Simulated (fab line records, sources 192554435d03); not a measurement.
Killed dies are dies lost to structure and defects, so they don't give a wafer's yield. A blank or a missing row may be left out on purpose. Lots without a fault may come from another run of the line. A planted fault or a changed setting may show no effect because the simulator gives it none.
Which tool did it? | flow n5_finfet | 10 lots, 27 wafers sampled, at 3 steps of a route of 1938

WHAT THE GAUGES READ, wafer by wafer
N5_STI_FIN_REVEAL_CD_MEAS_22: target cd 6.238 nm, pitch 28 nm.
lot  | measured    | on        | cd_nm (nm)
L614 | day 2 19:25 | cd_sem-02 | 6.47 6.24 6.07
L615 | day 3 01:29 | cd_sem-03 | 5.84 6.24 6.15
L624 | day 5 08:32 | cd_sem-03 | 6.22 6.74 6.57
L627 | day 6 00:18 | cd_sem-01 | 6.54 6.36 6.39
L628 | day 6 06:55 | cd_sem-01 | 6.50 6.52 6.32
L629 | day 6 13:02 | cd_sem-01 | 6.38 6.20
L631 | day 7 05:02 | cd_sem-01 | 6.94 6.56 5.84
L632 | day 7 10:44 | cd_sem-01 | 6.51 6.38
L633 | day 7 15:34 | cd_sem-01 | 6.18 6.35 6.49
L635 | day 8 02:10 | cd_sem-02 | 6.20 5.99

WHICH TOOL RAN EACH LOT (tool, then ch and the chambers of the sampled wafers, then the start)
lot  | N5_FIN_CUT_CUT_ETCH_15          | N5_STI_FIN_REVEAL_STRIP_24
L614 | rie_si-04 ch 0,2,3, day 2 10:22 | rie_diel-06 ch 1,2,3, day 2 16:27
L615 | rie_si-04 ch 0,2,3, day 2 15:51 | rie_diel-01 ch 0,2,3, day 2 22:18
L624 | rie_si-02 ch 1,3, day 4 23:17   | rie_diel-01 ch 1, day 5 05:33
L627 | rie_si-01 ch 1,2,3, day 5 15:26 | rie_diel-06 ch 0,1,2, day 5 21:25
L628 | rie_si-04 ch 0,3, day 5 21:58   | rie_diel-01 ch 1,2, day 6 03:59
L629 | rie_si-04 ch 1,3, day 6 04:08   | rie_diel-01 ch 0,3, day 6 10:08
L631 | rie_si-04 ch 0,1, day 6 19:59   | rie_diel-05 ch 0,2, day 7 02:08
L632 | rie_si-01 ch 2,3, day 7 01:37   | rie_diel-01 ch 0,1, day 7 07:50
L633 | rie_si-04 ch 2,3, day 7 06:35   | rie_diel-01 ch 1,2, day 7 12:40
L635 | rie_si-04 ch 2,3, day 7 16:57   | rie_diel-05 ch 0,2, day 7 23:17
- N5_FIN_CUT_CUT_ETCH_15: etches Si in HBr/Cl2/O2, target depth 100 nm, bt time 10 s, time 42.4 s.
- N5_STI_FIN_REVEAL_STRIP_24: strips in N2/H2, time 90 s.

THE ANSWER, worked out from the rows above alone
Rule: what is usual is taken from the lots themselves. Put in order of their means at a reading, lots are off if they are a third of the lots or fewer, leave a main group of 4 or more, and stand apart from it by a gap of 3 or more times the standard deviation of the main group's means; of several such gaps the widest counts. A main group whose means are all the same, to the digits that the tables above print for the reading, isn't used. A lot without any number at a reading at which 4 lots or more have one is off too. The other lots that the step has rows for count as sound.
No lot is off at any reading shown: from this, nothing can be told.

WHAT THE SIMULATOR HAD PUT IN
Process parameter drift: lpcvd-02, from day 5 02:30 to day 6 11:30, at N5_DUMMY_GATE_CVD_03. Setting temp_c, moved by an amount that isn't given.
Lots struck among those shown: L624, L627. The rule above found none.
